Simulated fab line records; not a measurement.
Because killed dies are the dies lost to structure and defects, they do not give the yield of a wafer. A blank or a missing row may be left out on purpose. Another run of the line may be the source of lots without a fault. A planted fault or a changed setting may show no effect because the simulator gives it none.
Which tool was responsible? | flow n5Finfet | Sampling: 22 lots, 66 wafers, 4 of 1938 route steps

WHAT EACH GAUGE READ, for each wafer
N5_SPACER0_INSPECT_04: inspects for defects (darkfield).
lot  | measured    | on               | rawDefectCount
L074 | day 3 02:30 | defectInspect-02 | 101 150 119
L075 | day 3 09:57 | defectInspect-02 | 149 162 128
L076 | day 3 13:02 | defectInspect-02 | 158 151 190
L077 | day 3 20:17 | defectInspect-02 | 159 171 204
L078 | day 4 01:44 | defectInspect-01 | 101 96 96
L079 | day 4 08:19 | defectInspect-02 | 135 108 179
L080 | day 4 13:29 | defectInspect-02 | 138 161 128
L081 | day 4 22:22 | defectInspect-01 | 113 161 148
L082 | day 5 02:22 | defectInspect-01 | 109 98 113
L083 | day 5 07:13 | defectInspect-01 | 125 136 113
L084 | day 5 14:28 | defectInspect-01 | 118 141 137
L086 | day 6 02:08 | defectInspect-02 | 106 183 159
L087 | day 6 08:13 | defectInspect-02 | 144 156 132
L088 | day 6 11:06 | defectInspect-02 | 108 158 151
L089 | day 6 20:19 | defectInspect-02 | 122 155 128
L090 | day 7 04:44 | defectInspect-01 | 73 106 160
L091 | day 7 06:49 | defectInspect-01 | 78 106 99
L092 | day 7 13:02 | defectInspect-02 | 110 131 133
L093 | day 7 20:40 | defectInspect-01 | 123 154 169
L094 | day 8 01:32 | defectInspect-01 | 124 144 96
L095 | day 8 06:26 | defectInspect-01 | 98 110 118
L096 | day 8 11:26 | defectInspect-01 | 119 141 170

N5_SDB_THK_MEAS_31.
lot  | measured    | on           | SDB_THK (nm)
L074 | day 3 23:28 | filmMetro-01 | 63.9 63.0 64.5
L075 | day 4 07:55 | filmMetro-01 | 64.2 64.1 63.2
L076 | day 4 11:58 | filmMetro-02 | 65.5 65.8 65.0
L077 | day 4 16:43 | filmMetro-01 | 64.2 64.1 64.9
L078 | day 4 23:02 | filmMetro-01 | 64.7 64.8 64.8
L079 | day 5 05:22 | filmMetro-01 | 63.2 64.7 64.0
L080 | day 5 12:53 | filmMetro-02 | 65.4 64.7 65.9
L081 | day 5 18:55 | filmMetro-01 | 64.7 64.7 63.7
L082 | day 5 22:59 | filmMetro-01 | 64.5 65.3 65.5
L083 | day 6 06:04 | filmMetro-02 | 62.2 63.2 61.8
L084 | day 6 10:43 | filmMetro-02 | 64.6 64.8 64.4
L086 | day 7 00:08 | filmMetro-02 | 63.1 63.7 62.3
L087 | day 7 06:34 | filmMetro-02 | 63.4 64.4 62.4
L088 | day 7 09:34 | filmMetro-01 | 63.5 64.4 64.1
L089 | day 7 16:18 | filmMetro-01 | 63.4 63.5 63.6
L090 | day 8 01:19 | filmMetro-02 | 63.3 63.3 62.7
L091 | day 8 04:04 | filmMetro-01 | 64.1 64.2 61.9
L092 | day 8 10:00 | filmMetro-02 | 63.3 64.0 62.4
L093 | day 8 18:38 | filmMetro-01 | 63.3 61.1 62.4
L094 | day 8 23:16 | filmMetro-01 | 65.4 66.1 65.0
L095 | day 9 04:59 | filmMetro-01 | 64.6 65.9 64.4
L096 | day 9 10:48 | filmMetro-02 | 63.9 63.4 63.0

EACH LOT AND THE TOOL THAT RAN IT (in order: tool; ch and the chambers of the sampled wafers; start)
lot  | N5_SD_EPI_N_DESCUM_14            | N5_SDB_CUT_ETCH_26
L074 | rieDiel-03 ch 2,3, day 3 02:58   | rieSi-01 ch 1,3, day 3 20:15
L075 | rieDiel-03 ch 0,3, day 3 11:22   | rieSi-06 ch 0,1,3, day 4 04:42
L076 | rieDiel-06 ch 0,1,3, day 3 13:31 | rieSi-01 ch 0,2,3, day 4 08:45
L077 | rieDiel-05 ch 0,1, day 3 20:55   | rieSi-01 ch 0,2,3, day 4 13:27
L078 | rieDiel-03 ch 1,3, day 4 02:06   | rieSi-01 ch 1,2,3, day 4 19:30
L079 | rieDiel-03 ch 1,2, day 4 08:52   | rieSi-03 ch 0,1,2, day 5 02:05
L080 | rieDiel-06 ch 2,3, day 4 14:55   | rieSi-03 ch 0,1, day 5 09:40
L081 | rieDiel-03 ch 0,1,2, day 4 22:51 | rieSi-03 ch 0,2,3, day 5 15:34
L082 | rieDiel-06 ch 0,2,3, day 5 02:43 | rieSi-01 ch 1,2, day 5 19:37
L083 | rieDiel-06 ch 0,3, day 5 08:04   | rieSi-03 ch 0,1, day 6 02:51
L084 | rieDiel-03 ch 1,2,3, day 5 14:49 | rieSi-03 ch 0,2,3, day 6 07:31
L086 | rieDiel-03 ch 0,2,3, day 6 02:38 | rieSi-06 ch 0,1, day 6 20:55
L087 | rieDiel-05 ch 1,2, day 6 08:42   | rieSi-06 ch 0,2,3, day 7 03:21
L088 | rieDiel-06 ch 0,2,3, day 6 11:47 | rieSi-03 ch 0,1,2, day 7 06:21
L089 | rieDiel-03 ch 1,2, day 6 20:49   | rieSi-03 ch 0,3, day 7 13:05
L090 | rieDiel-06 ch 1,2,3, day 7 05:16 | rieSi-03 ch 1,2, day 7 21:59
L091 | rieDiel-03 ch 1,2, day 7 07:17   | rieSi-06 ch 1,2,3, day 8 00:24
L092 | rieDiel-05 ch 1,2,3, day 7 13:31 | rieSi-06 ch 1,2, day 8 06:45
L093 | rieDiel-05 ch 0,2,3, day 7 21:02 | rieSi-03 ch 0,1,2, day 8 15:25
L094 | rieDiel-06 ch 2,3, day 8 02:32   | rieSi-01 ch 0,1, day 8 19:33
L095 | rieDiel-06 ch 0,2, day 8 06:56   | rieSi-03 ch 0,1,2, day 9 01:47
L096 | rieDiel-05 ch 0,3, day 8 12:14   | rieSi-01 ch 0,2,3, day 9 07:29
- N5_SD_EPI_N_DESCUM_14: chemistry O2, time 7.9 s.
- N5_SDB_CUT_ETCH_26: etches Si in HBr/Cl2/O2, target depth 129.6 nm, bt time 20 s, time 51.8 s.

AS READ BY THE TOOLS THEMSELVES (means over the sampled wafers that have a number; for cases with no such wafer, the mark the record gives instead)
N5_SD_EPI_N_DESCUM_14.
lot  | tool       | drypumpMotorCurrentA (A) | oesProductAu (a.u.) | rfFwdPowerW (W) | rfVppV (V) | showerheadPlenumPTorr (Torr) | throttleValvePct (%)
L074 | rieDiel-03 | 5.38                     | 0.93                | 49.33           | 243.7      | 2.08                         | 20.52
L075 | rieDiel-03 | 5.35                     | 0.89                | 49.56           | 243.4      | 2.14                         | 20.52
L076 | rieDiel-06 | 5.57                     | 0.82                | 49.29           | 243.3      | 2.08                         | 20.31
L077 | rieDiel-05 | 5.41                     | 0.73                | 49.67           | 244.8      | 2.17                         | 20.66
L078 | rieDiel-03 | 5.32                     | 0.96                | 49.47           | 243.7      | 2.14                         | 20.40
L079 | rieDiel-03 | 5.55                     | 0.85                | 49.30           | 241.1      | 1.99                         | 20.18
L080 | rieDiel-06 | 5.27                     | 0.78                | 49.38           | 243.3      | 2.10                         | 20.27
L081 | rieDiel-03 | 5.51                     | 0.83                | 49.31           | 242.7      | 2.05                         | 20.21
L082 | rieDiel-06 | 5.37                     | 0.78                | 49.38           | 243.0      | 2.07                         | 20.41
L083 | rieDiel-06 | 5.46                     | 0.79                | 49.15           | 242.8      | 2.04                         | 20.56
L084 | rieDiel-03 | 5.47                     | 0.87                | 49.39           | 242.7      | 2.06                         | 20.31
L086 | rieDiel-03 | 5.42                     | 0.81                | 49.42           | 242.2      | 2.05                         | 20.47
L087 | rieDiel-05 | 5.68                     | 0.70                | 49.45           | 243.8      | 2.13                         | 20.55
L088 | rieDiel-06 | 5.38                     | 0.77                | 49.36           | 242.6      | 2.07                         | 20.44
L089 | rieDiel-03 | 5.49                     | 0.87                | 49.25           | 242.4      | 2.06                         | 20.10
L090 | rieDiel-06 | 5.48                     | 0.79                | 49.48           | 243.5      | 2.10                         | 20.21
L091 | rieDiel-03 | 5.51                     | 0.85                | 49.32           | 242.6      | 2.06                         | 20.11
L092 | rieDiel-05 | 5.69                     | 0.78                | 49.44           | 243.2      | 2.12                         | 20.43
L093 | rieDiel-05 | 5.54                     | 0.80                | 49.49           | 243.4      | 2.13                         | 20.45
L094 | rieDiel-06 | 5.30                     | 0.77                | 49.49           | 243.7      | 2.10                         | 20.44
L095 | rieDiel-06 | 5.34                     | 0.73                | 49.43           | 242.8      | 2.05                         | 20.34
L096 | rieDiel-05 | 5.27                     | 0.79                | 49.75           | 244.3      | 2.16                         | 20.61

N5_SDB_CUT_ETCH_26.
lot  | tool     | HBr_flow_sccm (sccm) | drypumpMotorCurrentA (A) | mfcCl2Sccm (sccm) | oes_o_777_au (a.u.) | oesProductAu (a.u.) | throttleValvePct (%)
L074 | rieSi-01 | 150.3                | 5.9                      | 80.17             | 1.013               | 1.003               | 37.25
L075 | rieSi-06 | 150.1                | 5.8                      | 79.82             | 0.997               | 0.998               | 37.06
L076 | rieSi-01 | 150.2                | 5.7                      | 79.83             | 0.995               | 0.998               | 37.25
L077 | rieSi-01 | 150.3                | 5.7                      | 79.99             | 0.990               | 1.002               | 37.23
L078 | rieSi-01 | 150.0                | 5.6                      | 79.93             | 1.018               | 1.004               | 37.27
L079 | rieSi-03 | 149.6                | 6.1                      | 79.92             | 0.978               | 0.989               | 37.27
L080 | rieSi-03 | 149.6                | 6.0                      | 80.28             | 0.975               | 0.987               | 37.13
L081 | rieSi-03 | 150.1                | 5.8                      | 80.12             | 0.963               | 0.982               | 37.16
L082 | rieSi-01 | 150.1                | 5.5                      | 80.17             | 1.021               | 1.011               | 37.30
L083 | rieSi-03 | 150.4                | 6.0                      | 80.16             | 0.998               | 0.989               | 37.31
L084 | rieSi-03 | 149.9                | 5.8                      | 79.92             | 0.963               | 0.983               | 37.16
L086 | rieSi-06 | 150.0                | 6.1                      | 80.08             | 1.009               | 1.002               | 37.11
L087 | rieSi-06 | 149.5                | 5.9                      | 79.93             | 1.009               | 1.008               | 37.03
L088 | rieSi-03 | 150.5                | 6.0                      | 79.97             | 0.978               | 0.993               | 37.27
L089 | rieSi-03 | 150.4                | 5.7                      | 80.00             | 0.963               | 0.985               | 37.02
L090 | rieSi-03 | 150.0                | 6.2                      | 79.78             | 0.978               | 0.992               | 37.42
L091 | rieSi-06 | 149.5                | 5.7                      | 79.91             | 0.995               | 1.004               | 37.27
L092 | rieSi-06 | 149.7                | 6.0                      | 79.98             | 1.019               | 1.007               | 37.29
L093 | rieSi-03 | 150.2                | 6.1                      | 80.08             | 0.976               | 0.990               | 37.26
L094 | rieSi-01 | 149.8                | 5.4                      | 79.86             | 1.026               | 1.002               | 36.87
L095 | rieSi-03 | 150.3                | 6.1                      | 79.92             | 0.972               | 0.989               | 37.27
L096 | rieSi-01 | 150.1                | 5.7                      | 80.03             | 0.993               | 1.001               | 37.24

THE ANSWER, worked out from the rows above alone
Rule: usual is defined by the lots themselves. Put in order of their means at a reading, lots are off if they are a third of the lots or fewer, leave a main group of 4 or more, and stand apart from it by a gap of 3 or more times the standard deviation of the main group's means; of several such gaps the widest counts. If all means in a main group match to the digits the tables above print for the reading, that group is not used. Also off: a lot with no number at a reading for which 4 or more lots have one. Any other lot the step has rows for is counted as sound. After the gauges, taken in route order, come the tools' own readings; for these a lot's mean is taken, as printed above. At the first step where some lot is off, the reading lying furthest off is the one used; lots without a number count as furthest.
None of the lots is off at any reading shown; this tells nothing.

WHAT THE SIMULATOR HAD PUT IN
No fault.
